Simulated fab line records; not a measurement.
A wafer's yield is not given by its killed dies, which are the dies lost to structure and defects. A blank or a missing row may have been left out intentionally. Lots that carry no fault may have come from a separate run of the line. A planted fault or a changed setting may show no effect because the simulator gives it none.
fab line records	flow nandHarc
record lots=6	wafers=18	lastDay=34
route steps=1302 shown P_BONDPAD@375 A_START@389 A_ZERO_WELL@390 A_SOURCE_PLATE@413 END@1302
lots untouched by any fault: they come from a run of this same line in which no faults occurred
startH: start of the lot's first displayed wafer, in hours after the record's first day	waitH: hours elapsed since this lot's preceding step	" identical to the entry in the row above	L1.1+2: a row that stands for several wafers	- no value present, or no start provided	* or withheld: withheld	< > ~ a bound
route shown NAME@n: a module of which the file shows steps, and the number in the route of the first	usual: mean/standard deviation taken from wafers without a fault	same: alike in all rows	chamber/n: place in a boat	sites: each site's reading	_std_site: the standard deviation of these	_edge_site: mean of outer sites minus mean of inner sites	radiusMm: for every site, how far away it sits from the centre of the wafer	mask NAME#n: copy n	behind: the tool/chamber that last shaped the wafer	hold: why the lot went on hold/how many hours it stayed there/how the hold came to an end	device: the n, p or np transistor that did not switch	end of line: tests run on the same wafers once the route is complete	a step with no rows: only its recipe	killed: dies lost to structure and defects at the first sort, not the wafer's yield	map: a wafer's dies, marking killed ones x, the rest . and places with no die _
set.NAME: the setting that was run; set.NAME@STEP: the one run at that earlier step	model.NAME: the simulator's own value behind a step, which no gauge read
lots at some steps of the route; a table a step, a row a wafer
services: the hour from which a tool's chamber was out of use, counted from the record's first day as startH (under 0 if before that day), plus the number of hours and why
## steps
# step NHARC_P_BONDPAD_PRE_CLEAN_26
# recipe timeS=30	tempC=280	gas=H2/He
# step NHARC_P_BONDPAD_PVD_17
# recipe targetThkA=50	biasV=168.6	powerW=15000	chamberPressurePa=0.12	timeS=8.06	substrateTempC=50	material=TaN
# usual cathodeDcPowerW=15000/2.7	throttleValvePct=29.8/1
lot.wafer	tool	chamber	startH	waitH	cathodeDcPowerW	throttleValvePct
L499.4	pvdSputter-02	-	-	-	15005	30.6
L499.1	"	-	"	"	14996	29.0
L499.5	"	-	"	"	14999	30.4
L502.3	pvdSputter-03	-	-	-	14995	28.7
L502.2	"	-	"	"	14997	30.0
L502.6	"	-	"	"	15001	28.5
L503.1	pvdSputter-01	-	-	-	14999	30.8
L503.3	"	-	"	"	14996	28.7
L503.2	"	-	"	"	14998	29.6
L511.4	pvdSputter-03	-	-	-	14998	29.5
L511.5	"	-	"	"	15006	31.2
L511.6	"	-	"	"	14999	28.7
L512.1	pvdSputter-02	-	-	-	15003	29.2
L512.6	"	-	"	"	14999	29.3
L512.5	"	-	"	"	14999	28.4
L520.2	pvdSputter-01	-	-	-	14998	31.0
L520.3	"	-	"	"	14998	29.1
L520.5	"	-	"	"	15003	30.9
# step NHARC_P_BONDPAD_PVD_27
# recipe targetThkA=300	chamberPressurePa=5	powerW=5000	substrateTempC=30	timeS=20.49	material=Cu
# step NHARC_P_BONDPAD_ECD_18
# recipe targetThkA=4000	bathTempC=25	material=Cu
# step NHARC_P_BONDPAD_ANNEAL_28
# recipe tempC=225	timeS=90
# usual wafer_temp_C_max=226.5/0.51
lot.wafer	tool	chamber	startH	waitH	wafer_temp_C_max
L499.1	rtpAnneal-01	0	164.97	0.3	227.0
L499.4	"	0	"	"	226.6
L499.5	"	0	"	"	226.4
L502.2	rtpAnneal-02	0	184.61	0.4	225.6
L502.3	"	0	"	"	226.0
L502.6	"	0	"	"	225.7
L503.1	rtpAnneal-01	0	196.92	-	227.5
L503.2	"	0	"	"	226.6
L503.3	"	0	"	"	227.1
L511.4	rtpAnneal-02	0	287.91	0.4	226.7
L511.5	"	0	"	"	226.0
L511.6	"	0	"	"	226.3
L512.1	rtpAnneal-01	0	300.60	0.3	226.3
L512.5	"	0	"	"	227.0
L512.6	"	0	"	"	226.7
L520.2	rtpAnneal-01	0	364.95	0.3	226.4
L520.3	"	0	"	"	226.8
L520.5	"	0	"	"	226.5
# step NHARC_P_BONDPAD_CMP_19
# recipe tOverpolishS=30	cuRecessTouchS=16	targetThkNm=160.81
# usual motorCurrentA=11.9/1.1	overpolishRunS=30.001/0.0086
lot.wafer	tool	chamber	startH	waitH	motorCurrentA	overpolishRunS
L499.1	cmp-02	1	165.37	-	11.5	30.003
L499.4	"	2	"	"	10.4	30.016
L499.5	"	0	"	"	13.1	29.997
L502.3	cmp-02	3	184.89	-	12.1	29.999
L502.2	"	0	"	"	12.6	29.995
L502.6	"	0	"	"	13.0	30.011
L503.1	cmp-03	2	197.26	-	11.2	29.998
L503.2	"	3	"	"	11.4	29.997
L503.3	"	1	"	"	12.6	30.011
L511.4	cmp-04	2	288.15	-	13.6	30.012
L511.6	"	0	"	"	10.6	29.995
L511.5	"	1	"	"	10.5	29.988
L512.1	cmp-04	3	300.94	-	11.2	30.010
L512.5	"	3	"	"	11.4	30.008
L512.6	"	0	"	"	11.5	30.006
L520.2	cmp-03	0	365.25	-	11.2	29.990
L520.3	"	2	"	"	11.6	30.006
L520.5	"	1	"	"	13.4	29.999
# step NHARC_P_BONDPAD_THK_MEAS_20
# recipe thkMeasGauge=xrf
# usual thkNm=160.6/1.4
lot.wafer	tool	chamber	startH	waitH	thkNm
L499.1	filmMetro-02	-	165.63	-	161.5
L499.4	"	-	"	"	160.1
L499.5	"	-	"	"	159.6
L502.2	filmMetro-01	-	185.22	-	158.0
L502.3	"	-	"	"	158.1
L502.6	"	-	"	"	157.5
L503.1	filmMetro-01	-	197.58	-	161.8
L503.2	"	-	"	"	160.5
L503.3	"	-	"	"	159.9
L511.4	filmMetro-02	-	288.42	-	162.4
L511.5	"	-	"	"	161.6
L511.6	"	-	"	"	161.6
L512.1	filmMetro-01	-	301.27	-	159.1
L512.5	"	-	"	"	161.6
L512.6	"	-	"	"	161.2
L520.2	filmMetro-01	-	365.57	-	162.1
L520.3	"	-	"	"	159.7
L520.5	"	-	"	"	159.1
# step NHARC_P_BONDPAD_SRD_21
# recipe timeS=30	tempC=23	dryTimeS=20	spinRpm=1500
# step NHARC_P_BONDPAD_INSPECT_23
# usual rawDefectCount=304/100
lot.wafer	tool	chamber	startH	waitH	rawDefectCount
L499.1	defectInspect-01	-	165.83	0.0	249
L499.4	"	-	"	"	205
L499.5	"	-	"	"	228
L502.2	defectInspect-01	-	185.44	0.0	233
L502.3	"	-	"	"	229
L502.6	"	-	"	"	255
L503.1	defectInspect-01	-	197.79	0.0	444
L503.2	"	-	"	"	292
L503.3	"	-	"	"	350
L511.4	defectInspect-02	-	288.65	0.0	336
L511.5	"	-	"	"	204
L511.6	"	-	"	"	260
L512.1	defectInspect-02	-	301.49	0.0	620
L512.5	"	-	"	"	473
L512.6	"	-	"	"	287
L520.2	defectInspect-02	-	365.79	0.0	179
L520.3	"	-	"	"	389
L520.5	"	-	"	"	219
# step NHARC_P_BONDPAD_ACTIVATE_29
# recipe timeS=60	n2FlowSccm=200	arFlowSccm=0	biasPowerW=0	chemistry=N2
# usual drypumpMotorCurrentA=5.9/0.61	oesProductAu=1.002/0.011	rfVppV=64.3/0.8	showerheadPlenumPTorr=1.80/0.049
lot.wafer	tool	chamber	startH	waitH	drypumpMotorCurrentA	oesProductAu	rfHoursCounterH	rfVppV	showerheadPlenumPTorr
L499.1	rieDiel-07	0	165.89	0.1	4.9	1.029	2.6	64.2	1.74
L499.4	"	2	"	"	6.1	1.011	1.0	64.4	1.79
L499.5	"	0	"	"	4.9	1.025	-	64.4	1.74
L502.2	rieDiel-07	0	185.51	0.1	4.9	1.026	3.2	63.7	1.74
L502.3	"	1	"	"	6.5	1.021	2.7	63.2	1.76
L502.6	"	0	"	"	4.9	1.013	-	63.6	1.74
L503.1	rieDiel-07	3	197.85	0.1	5.2	1.001	3.3	63.4	1.85
L503.3	"	1	"	"	6.5	1.010	2.8	65.1	1.76
L503.2	"	2	"	"	6.1	0.996	1.6	65.2	1.79
L511.6	rieDiel-13	0	288.75	0.1	6.5	1.006	-	63.9	1.78
L511.5	"	2	"	"	5.5	1.003	-	65.0	1.82
L511.4	"	3	"	"	6.1	0.994	-	64.3	1.82
L512.1	rieDiel-10	0	301.58	0.1	6.1	0.987	3.0	64.3	1.78
L512.6	"	2	"	"	6.6	1.006	-	63.8	1.89
L512.5	"	3	"	"	5.2	0.979	-	63.1	1.72
L520.3	rieDiel-13	0	365.87	0.1	6.4	0.989	0.4	64.3	1.77
L520.2	"	2	"	"	5.5	1.005	0.3	65.1	1.82
L520.5	"	3	"	"	6.0	0.999	-	62.1	1.82
# step NHARC_P_BONDPAD_PRECLEAN_30
# recipe timeS=300	tempC=23	chemistry=DIW
lot.wafer	tool	chamber	startH	waitH
L499.4+5+1	wetBench-10	5,6,7	166.09	0.2
L502.6+2+3	wetBench-08	1,4,6	185.66	0.1
L503.2+3+1	wetBench-08	4,5,0	198.00	0.1
L511.4+6+5	wetBench-10	0,1,2	288.92	0.1
L512.6+1+5	wetBench-10	1,2,5	301.71	0.1
L520.2+5+3	wetBench-08	1,2,4	366.03	0.1
# step NHARC_P_BONDPAD_SRD_31
# recipe timeS=30	tempC=23	dryTimeS=20	spinRpm=1500
# step NHARC_A_START_INSPECT_01
# usual rawDefectCount=3.5/1.9
lot.wafer	tool	chamber	startH	waitH	rawDefectCount
L499.1	defectInspect-01	-	166.30	-	4
L499.4	"	-	"	"	2
L499.5	"	-	"	"	4
L502.2	defectInspect-01	-	185.91	-	5
L502.3	"	-	"	"	4
L502.6	"	-	"	"	2
L503.1	defectInspect-02	-	198.27	-	5
L503.2	"	-	"	"	2
L503.3	"	-	"	"	6
L511.4	defectInspect-02	-	289.15	-	4
L511.5	"	-	"	"	4
L511.6	"	-	"	"	3
L512.1	defectInspect-01	-	301.96	-	0
L512.5	"	-	"	"	3
L512.6	"	-	"	"	5
L520.2	defectInspect-02	-	366.28	-	1
L520.3	"	-	"	"	2
L520.5	"	-	"	"	2
# step NHARC_A_ZERO_WELL_PRECLEAN_00
# recipe timeS=600	tempC=120	chemistry=SPM
# step NHARC_A_ZERO_WELL_SRD_01
# step NHARC_A_ZERO_WELL_DEHYDRATE_02
# recipe tempC=150	timeS=120
# step NHARC_A_ZERO_WELL_HMDS_03
# recipe timeS=30
# step NHARC_A_ZERO_WELL_COAT_18
# recipe tempC=200	timeS=65
# step NHARC_A_ZERO_WELL_COAT_04
# recipe spinRpm=2000	resistThkNm=600
# step NHARC_A_ZERO_WELL_SOFTBAKE_05
# recipe tempC=125	timeS=70
# step NHARC_A_ZERO_WELL_EBR_06
# step NHARC_A_ZERO_WELL_EXPOSE_07
# recipe na=0.55	doseMj=33.85	maskId=A_ZERO
# step NHARC_A_ZERO_WELL_PEB_08
# recipe pebTempC=128	pebTimeS=80
# step NHARC_A_ZERO_WELL_DEVELOP_09
# recipe timeS=50	devTempC=22
# step NHARC_A_ZERO_WELL_CD_MEAS_10
# recipe targetCdNm=2000	landingEnergyEv=500
# usual cdNm=2000.4/1.8
# same landingEnergyEv=500
lot.wafer	tool	chamber	startH	waitH	cdNm
L499.1	cdSem-01	0	167.13	-	2000.2
L499.4	"	0	"	"	2000.3
L499.5	"	0	"	"	1996.3
L502.2	cdSem-02	0	186.75	-	1997.4
L502.3	"	0	"	"	2002.2
L502.6	"	0	"	"	1998.1
L503.1	cdSem-03	0	199.10	-	2002.4
L503.2	"	0	"	"	2005.1
L503.3	"	0	"	"	2000.5
L511.4	cdSem-03	0	289.99	-	2001.4
L511.5	"	0	"	"	2001.5
L511.6	"	0	"	"	2003.6
L512.1	cdSem-02	0	302.73	-	1999.7
L512.5	"	0	"	"	2000.4
L512.6	"	0	"	"	2001.1
L520.2	cdSem-02	0	367.02	-	1999.7
L520.3	"	0	"	"	2002.2
L520.5	"	0	"	"	2000.6
# step NHARC_A_ZERO_WELL_HARDBAKE_11
# recipe tempC=118	timeS=65
# step NHARC_A_ZERO_WELL_DESCUM_12
# recipe timeS=3	o2FlowSccm=200	arFlowSccm=0	biasPowerW=0	chemistry=O2
# usual drypumpMotorCurrentA=5.9/0.49	oesProductAu=1.002/0.0097	rfVppV=57.9/0.83	showerheadPlenumPTorr=1.95/0.061	throttleValvePct=11.311/0.0097
lot.wafer	tool	chamber	startH	waitH	drypumpMotorCurrentA	oesProductAu	rfHoursCounterH	rfVppV	showerheadPlenumPTorr	throttleValvePct
L499.1	rieDiel-11	2	167.29	-	5.9	0.994	9	57.8	1.82	11.312
L499.5	"	3	"	"	6.6	0.994	-	57.8	2.04	11.311
L499.4	"	1	"	"	6.1	0.979	-	60.0	1.96	11.309
L502.2	rieDiel-08	3	186.91	-	5.5	1.025	5	58.3	1.93	11.306
L502.3	"	1	"	"	5.9	1.009	5	58.4	2.05	11.300
L502.6	"	0	"	"	6.6	1.024	-	59.8	1.94	11.296
L503.2	rieDiel-11	2	199.26	-	5.9	0.987	15	56.7	1.82	11.306
L503.3	"	3	"	"	6.6	0.989	14	57.4	2.04	11.322
L503.1	"	0	"	"	5.2	1.001	13	58.7	1.96	11.295
L511.4	rieDiel-08	3	290.17	-	5.5	1.010	2	56.3	1.93	11.312
L511.5	"	0	"	"	6.6	1.005	-	58.0	1.94	11.315
L511.6	"	1	"	"	5.9	1.008	-	59.1	2.05	11.309
L512.1	rieDiel-08	2	302.92	-	5.4	0.994	4	57.9	1.94	11.318
L512.6	"	3	"	"	5.6	1.003	-	59.2	1.93	11.315
L512.5	"	0	"	"	6.6	0.993	-	57.7	1.94	11.307
L520.3	rieDiel-08	3	367.17	-	5.6	0.992	5	58.0	1.93	11.299
L520.2	"	0	"	"	6.6	1.006	5	58.5	1.94	11.306
L520.5	"	0	"	"	6.6	0.996	-	57.1	1.94	11.315
# step NHARC_A_ZERO_WELL_ETCH_19
# recipe targetDepthA=800	overetchA=240	timeS=87.88	ionEnergyEv=200	n2FlowSccm=150	h2FlowSccm=150	arFlowSccm=0	rfW=400	biasW=150	chemistry=N2/H2
# step NHARC_A_ZERO_WELL_ETCH_13
# recipe targetDepthA=1200	timeS=40.1	hbrFlowSccm=150	cl2FlowSccm=50	rfW=400	icpW=400	biasW=100	chemistry=HBr/Cl2
# step NHARC_A_ZERO_WELL_STRIP_14
# recipe timeS=900	tempC=130	chemistry=SPM
# step NHARC_A_ZERO_WELL_IMPLANT_15
# recipe energyKev=150	doseCm2=1e+13	tiltDeg=7
# step NHARC_A_ZERO_WELL_PRECLEAN_22
# recipe timeS=60	tempC=50	bathAgeMin=0	chemistry=SC1
# step NHARC_A_ZERO_WELL_SRD_23
# step NHARC_A_ZERO_WELL_RTA_16
# recipe tempC=1000	timeS=10
# step NHARC_A_ZERO_WELL_INSPECT_17
# usual rawDefectCount=10/5.6
lot.wafer	tool	chamber	startH	waitH	rawDefectCount
L499.1	defectInspect-02	-	168.63	0.2	6
L499.4	"	-	"	"	12
L499.5	"	-	"	"	5
L502.2	defectInspect-02	-	188.21	0.1	7
L502.3	"	-	"	"	10
L502.6	"	-	"	"	8
L503.1	defectInspect-01	-	200.56	0.2	16
L503.2	"	-	"	"	14
L503.3	"	-	"	"	17
L511.4	defectInspect-02	-	291.44	0.1	15
L511.5	"	-	"	"	12
L511.6	"	-	"	"	27
L512.1	defectInspect-02	-	304.28	0.2	38
L512.5	"	-	"	"	6
L512.6	"	-	"	"	10
L520.2	defectInspect-02	-	368.48	0.1	10
L520.3	"	-	"	"	9
L520.5	"	-	"	"	3
# step NHARC_A_SOURCE_PLATE_PRECLEAN_00
# recipe timeS=60	chemistry=HF-LAST
# step NHARC_A_SOURCE_PLATE_SRD_01
# step NHARC_A_SOURCE_PLATE_OXIDE_02
# recipe targetThkA=100	tempC=900	oxTimeS=1362	material=SiO2
# step NHARC_A_SOURCE_PLATE_THK_MEAS_09
# recipe thkMeasGauge=ellipsometry
# usual thkNm=9.7/0.96
lot.wafer	tool	chamber	startH	waitH	thkNm
L499.1	filmMetro-02	-	175.39	0.4	8.5
L499.4	"	-	"	"	10.4
L499.5	"	-	"	"	10.3
L502.2	filmMetro-02	-	195.48	0.4	10.1
L502.3	"	-	"	"	10.2
L502.6	"	-	"	"	9.2
L503.1	filmMetro-02	-	207.87	0.4	10.6
L503.2	"	-	"	"	9.1
L503.3	"	-	"	"	11.4
L511.4	filmMetro-01	-	298.59	0.4	7.8
L511.5	"	-	"	"	9.6
L511.6	"	-	"	"	8.2
L512.1	filmMetro-02	-	311.55	0.4	9.6
L512.5	"	-	"	"	8.6
L512.6	"	-	"	"	8.7
L520.2	filmMetro-01	-	376.90	0.4	10.0
L520.3	"	-	"	"	8.9
L520.5	"	-	"	"	10.4
# step NHARC_END_SORT_01
# recipe tempC=25
# usual defectLimitedYield=90.6/2.8	killedAtArray=58/20	killedAtOther=0.8/1	killedAtPeriphery=4.6/2.8	killedDies=63/19	killedOpen=3.4/2	killedShort=2.4/1.8
# same grossDies=677
lot.wafer	tool	chamber	startH	waitH	defectLimitedYield[%]	killedAtArray	killedAtOther	killedAtPeriphery	killedDies	killedOpen	killedShort
L502.2	prober-02	0	598.51	2.8	80.6	64	2	65	131	4	1
L502.3	prober-02	0	599.31	3.1	80.1	70	2	63	135	4	1
L502.6	prober-02	0	601.71	4.0	75.2	59	0	109	168	1	3
L503.1	prober-01	0	622.06	2.5	72.1	77	3	109	189	1	3
L503.2	prober-01	0	622.86	2.8	82.1	65	1	55	121	3	2
L503.3	prober-01	0	623.67	3.1	88.9	30	0	45	75	3	4
L511.4	prober-02	0	728.98	3.4	94.8	29	0	6	35	3	2
L511.5	prober-02	0	729.79	3.7	95.9	26	0	2	28	0	2
L511.6	prober-02	0	730.60	4.0	95.1	22	4	7	33	3	2
# killed by level:class
L502.2 P_BONDPAD:unspecified=60 A_SLIT:chamberFilmFlake=30 A_CHANNEL_HOLE_D2:chamberFilmFlake=22 A_STAIRCASE:chamberFilmFlake=3 A_CHANNEL_FILL_D2:geometricParticle:open=2 P_ZERO_WELL:chamberFilmFlake=2 P_BONDPAD:chamberFilmFlake=2 A_CHANNEL_FILL_D1:chamberFilmFlake=2
L502.3 P_BONDPAD:unspecified=58 A_SLIT:chamberFilmFlake=32 A_CHANNEL_HOLE_D2:chamberFilmFlake=24 A_CONTACT:chamberFilmFlake=4 A_STAIRCASE:chamberFilmFlake=3 P_BONDPAD:chamberFilmFlake=2 THIN_TSV:chamberFilmFlake=2 P_CONTACT:geometricParticle:open=1
L502.6 P_BONDPAD:unspecified=104 A_CHANNEL_HOLE_D2:chamberFilmFlake=23 A_SLIT:chamberFilmFlake=20 A_STAIRCASE:chamberFilmFlake=8 P_BONDPAD:chamberFilmFlake=2 A_CONTACT:chamberFilmFlake=2 A_CHANNEL_HOLE_D1:chamberFilmFlake=2 P_M2:geometricParticle:short=1
L503.1 P_BONDPAD:unspecified=105 A_CHANNEL_HOLE_D1:chamberFilmFlake=33 A_SLIT:chamberFilmFlake=22 A_CHANNEL_HOLE_D2:chamberFilmFlake=11 P_STI:chamberFilmFlake=4 A_CONTACT:chamberFilmFlake=3 A_WL_FILL:geometricParticle:short=2 A_CHANNEL_FILL_D1:chamberFilmFlake=2
L503.2 P_BONDPAD:unspecified=52 A_SLIT:chamberFilmFlake=34 A_CHANNEL_HOLE_D1:chamberFilmFlake=19 A_CHANNEL_HOLE_D2:chamberFilmFlake=4 A_STAIRCASE:chamberFilmFlake=2 P_GATE:geometricParticle:short=1 P_GATE:geometricParticle:open=1 A_ONON_D2:geometricParticle:open=1
L503.3 P_BONDPAD:unspecified=41 A_CHANNEL_HOLE_D2:chamberFilmFlake=9 A_CHANNEL_HOLE_D1:chamberFilmFlake=8 A_SLIT:chamberFilmFlake=4 A_ONON_D1:geometricParticle:short=3 P_STI:chamberFilmFlake=2 P_M0:geometricParticle:short=1 A_WL_FILL:geometricParticle:open=1
L511.4 A_CHANNEL_HOLE_D1:chamberFilmFlake=13 A_SLIT:chamberFilmFlake=5 A_STAIRCASE:chamberFilmFlake=3 A_CONTACT:chamberFilmFlake=3 P_M1:chamberFilmFlake=2 P_STI:geometricParticle:open=1 P_CONTACT:geometricParticle:short=1 P_M0:geometricParticle:short=1
L511.5 A_CHANNEL_HOLE_D1:chamberFilmFlake=10 A_STAIRCASE:chamberFilmFlake=4 A_SLIT:chamberFilmFlake=4 A_DECK1_JOINT:chamberFilmFlake=2 A_WL_FILL:chamberFilmFlake=2 A_DECK1_JOINT:geometricParticle:short=1 A_WL_FILL:geometricParticle:short=1 P_STI:chamberFilmFlake=1
L511.6 A_CHANNEL_HOLE_D1:chamberFilmFlake=9 THIN_TSV:chamberFilmFlake=4 P_M1:chamberFilmFlake=3 A_SLIT:chamberFilmFlake=3 A_STAIRCASE:chamberFilmFlake=2 A_WL_FILL:chamberFilmFlake=2 P_GATE:geometricParticle:open=1 A_CHANNEL_FILL_D1:geometricParticle:short=1
# map L502.6 (x killed, . not)
____________.____________
_________......._________
_______..........._______
______.............______
_____.......x......._____
____........x.x.xx...____
____........xxxxxx...____
___.........xxxxxx....___
___.......xxxxxxxxxx..___
__.........xxxxxxxxx...__
__........xxxxxxxxxx.x.__
_x.........xxxxxxxxx...._
_xx......xxxxxxxxxxx...._
_x.........xxxxxxxx....._
_.x.......xxxxxxxxx...x._
_xx.......xxxxxxxxxx...._
.xxx........xxxxxx.......
xxxx.........xxxxx....x..
x.xx.........x.xxx......x
xxxx....x...xxxx.........
x...........xxx.x........
_x.........x.xx........._
_..........xxxxx..x....._
_.........x.x.x.x......._
_...........x.x.x.....x._
_...........x.x......x.._
__.....................__
__.............x......x__
___............x......___
___...................___
____.................____
____.................____
_____......x........_____
______.............______
_______..........._______
_________......._________
____________.____________
# map L503.1 (x killed, . not)
____________.____________
_________......._________
_______.....x....._______
______....xxxx.x...______
_____...xxxxx......._____
____..xxxxxxxxx.x....____
____...xxxxxxxx...x..____
___...xxxxxxxxx.......___
___....xxxxxxxx.......___
__..x.xxxxxxxxx........__
__.x..xxxxxxxxxx.......__
_......xxxxxxxxx...x...._
_.x...xxxxxxxxx.x......._
_.xxxx..xxxxx.x....x...._
_x.....xxxxxxx.x........_
_xx.x...x.xxx..........._
.xx.....xxxx.............
xxx..x....x......xx......
xxxx.xx..................
x.x.x.xxx.....x.x........
..x.x.xxx...x...x........
_....xxxx.x..x.........._
_....xxx.x..x...x..x...._
_..xxxx...x..x.........._
_..x.xxxx....xxx...x...._
_....x.x......x........._
__.x..x..x..x..........__
__......x..............__
___x..................___
___.............x.....___
____.................____
____.................____
_____..............._____
______.............______
_______......x...._______
_________......._________
____________.____________
## services
tool	chamber	startH	hours	kind
cmp-02	-	143.08	0.3	repair
rieDiel-13	0	153.55	8.5	repair
cmp-03	-	162.00	4.0	pm
cmp-02	-	163.33	1.8	repair
rieDiel-13	-	165.03	9.0	pm
rieDiel-11	0	166.16	4.8	repair
pvdSputter-03	-	170.00	10.0	pm
rieDiel-11	3	171.07	1.8	repair
cmp-03	-	183.51	1.4	repair
rieDiel-08	-	190.80	9.0	pm
cmp-02	-	195.84	2.6	repair
rieDiel-08	0	201.78	3.5	repair
cmp-04	-	209.00	4.0	pm
cmp-03	-	210.12	0.7	repair
rieDiel-08	-	210.47	1.5	repair
rieDiel-08	3	223.95	6.8	repair
rieDiel-07	-	230.30	1.5	repair
rieDiel-07	3	237.47	48.7	repair
rieDiel-08	1	263.95	4.3	repair
rieDiel-07	-	289.72	0.4	repair
rieDiel-07	-	294.26	9.0	pm
wetBench-08	-	294.40	8.0	pm
wetBench-10	-	311.20	8.0	pm
rieDiel-07	2	360.41	1.5	repair
## key
firstSign step=NHARC_END_SORT_01	reading=killedAtPeriphery	direction=up	sigmas=25	usual=4.6	struck=74.3
effect step=NHARC_END_SORT_01	reading=defectLimitedYield	direction=down	sigmas=3.8	usual=90.6	struck=79.8	wafersMoved=5
moreKillsBornAt NHARC_P_BONDPAD_PRECLEAN_30@wetBench-08=420
metAt NHARC_P_BONDPAD_PRECLEAN_30
struckWafers L502.2,L502.3,L502.6,L503.1,L503.2,L503.3
alsoFits NHARC_P_BONDPAD_ACTIVATE_29:rieDiel-07
fault kind=chamberParticleSource	tool=wetBench-08	chamber=-	onsetH=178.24	steps=NHARC_P_BONDPAD_PRECLEAN_30	ratePerVisitCm2=2.034	endH=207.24
